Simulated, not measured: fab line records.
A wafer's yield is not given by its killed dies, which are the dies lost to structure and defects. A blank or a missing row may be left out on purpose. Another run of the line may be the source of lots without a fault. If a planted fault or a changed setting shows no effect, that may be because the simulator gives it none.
Which tool is to blame? | flow nand harc | 24 lots with 72 wafers sampled at 2 steps, on a route of 1302 steps

## WHAT EACH GAUGE READ, for each wafer
NHARC_A_CONTACT_INSPECT_44. Usual: raw defect count reads 74 (standard deviation 36).
lot  | measured     | on                | raw defect count | flag
L074 | day 21 15:44 | defect inspect-01 | 54 52 46         |
L075 | day 21 21:04 | defect inspect-01 | 20 16 23         |
L076 | day 21 21:31 | defect inspect-01 | 133 138 142      |
L079 | day 22 22:16 | defect inspect-01 | 125 88 105       |
L077 | day 22 22:52 | defect inspect-01 | 55 58 57         |
L078 | day 23 05:45 | defect inspect-01 | 62 73 69         |
L080 | day 23 05:47 | defect inspect-01 | 60 65 65         |
L081 | day 24 06:07 | defect inspect-01 | 105 104 105      |
L082 | day 24 06:50 | defect inspect-02 | 76 71 55         |
L083 | day 25 00:17 | defect inspect-01 | 27 31 26         |
L085 | day 25 15:07 | defect inspect-02 | 65 50 60         |
L084 | day 25 15:58 | defect inspect-01 | 91 83 98         |
L086 | day 26 08:52 | defect inspect-01 | 132 138 134      |
L087 | day 26 20:46 | defect inspect-02 | 24 19 34         |
L089 | day 27 08:14 | defect inspect-02 | 116 102 89       |
L088 | day 27 12:27 | defect inspect-02 | 59 77 82         |
L090 | day 28 07:52 | defect inspect-02 | 58 64 64         |
L091 | day 28 21:02 | defect inspect-02 | 73 80 85         |
L093 | day 28 22:40 | defect inspect-01 | 107 123 116      |
L092 | day 29 02:44 | defect inspect-02 | 101 113 111      |
L094 | day 29 16:36 | defect inspect-02 | 39 25 22         |
L095 | day 30 08:43 | defect inspect-01 | 72 81 77         |
L097 | day 31 01:46 | defect inspect-01 | 17 17 17         |
L096 | day 31 22:24 | defect inspect-01 | 105 87 91        |

## TOOL THAT RAN EACH LOT (tool first, then ch and the chambers of the sampled wafers, then the start)
lot  | NHARC_A_CONTACT_DEP_29
L074 | pecvd-03 ch 0,1,2, day 21 14:59
L075 | pecvd-03 ch 0,1,2, day 21 20:13
L076 | pecvd-04 ch 0,2, day 21 20:41
L079 | pecvd-04 ch 0,2, day 22 21:25
L077 | pecvd-04 ch 0,1,2, day 22 22:00
L078 | pecvd-04 ch 1,2, day 23 04:55
L080 | pecvd-01 ch 0,2, day 23 05:03
L081 | pecvd-01 ch 1,2, day 24 05:26
L082 | pecvd-04 ch 0,1,2, day 24 06:09
L083 | pecvd-03 ch 0,1, day 24 23:37
L085 | pecvd-04 ch 0,1,2, day 25 14:23
L084 | pecvd-04 ch 0,2, day 25 15:08
L086 | pecvd-01 ch 0,1,2, day 26 08:01
L087 | pecvd-03 ch 0,1,2, day 26 20:03
L089 | pecvd-03 ch 0,1,2, day 27 07:31
L088 | pecvd-01 ch 0,1,2, day 27 11:47
L090 | pecvd-01 ch 0,1, day 28 07:01
L091 | pecvd-03 ch 0,1,2, day 28 20:16
L093 | pecvd-01 ch 1,2, day 28 21:51
L092 | pecvd-03 ch 0,1,2, day 29 02:00
L094 | pecvd-04 ch 1,2, day 29 15:55
L095 | pecvd-01 ch 0,1,2, day 30 07:59
L097 | pecvd-03 ch 0,1,2, day 31 01:03
L096 | pecvd-01 ch 0,1,2, day 31 21:34
- NHARC_A_CONTACT_DEP_29: deposits SiON, target thk 100 nm.

## AS READ BY THE TOOLS THEMSELVES (means over the sampled wafers that have a number; for cases with no such wafer, the mark the record gives instead)
NHARC_A_CONTACT_DEP_29. Usual: heater power w reads 781 W (standard deviation 110).
lot  | tool     | heater power w (W) | flag
L074 | pecvd-03 | 829                |
L075 | pecvd-03 | 803                |
L076 | pecvd-04 | 924                |
L079 | pecvd-04 | 885                |
L077 | pecvd-04 | 714                |
L078 | pecvd-04 | 863                |
L080 | pecvd-01 | 723                |
L081 | pecvd-01 | 717                |
L082 | pecvd-04 | 845                |
L083 | pecvd-03 | 798                |
L085 | pecvd-04 | 760                |
L084 | pecvd-04 | 888                |
L086 | pecvd-01 | 714                |
L087 | pecvd-03 | 806                |
L089 | pecvd-03 | 833                |
L088 | pecvd-01 | 681                |
L090 | pecvd-01 | 729                |
L091 | pecvd-03 | 799                |
L093 | pecvd-01 | 717                |
L092 | pecvd-03 | 804                |
L094 | pecvd-04 | 911                |
L095 | pecvd-01 | 720                |
L097 | pecvd-03 | 850                |
L096 | pecvd-01 | 751                |

## THE ANSWER, worked out from the rows above alone
Rule: take the mean of a lot's wafers that have a number; if it is more than 3 standard deviations from the usual mean, the lot is off. A lot without any number at a reading at which 4 lots or more have one is off too. Any other lot the step has rows for is counted as sound. The gauges are gone through in route order, then the tools' own readings, and for those a lot's mean is taken as printed above. The first step at which some lot is off is used, and at that step the reading that is off furthest; a lot without a number counts as furthest.
Nothing can be told from this: no lot is off at any reading shown.

## WHAT HAD BEEN PUT IN BY THE SIMULATOR
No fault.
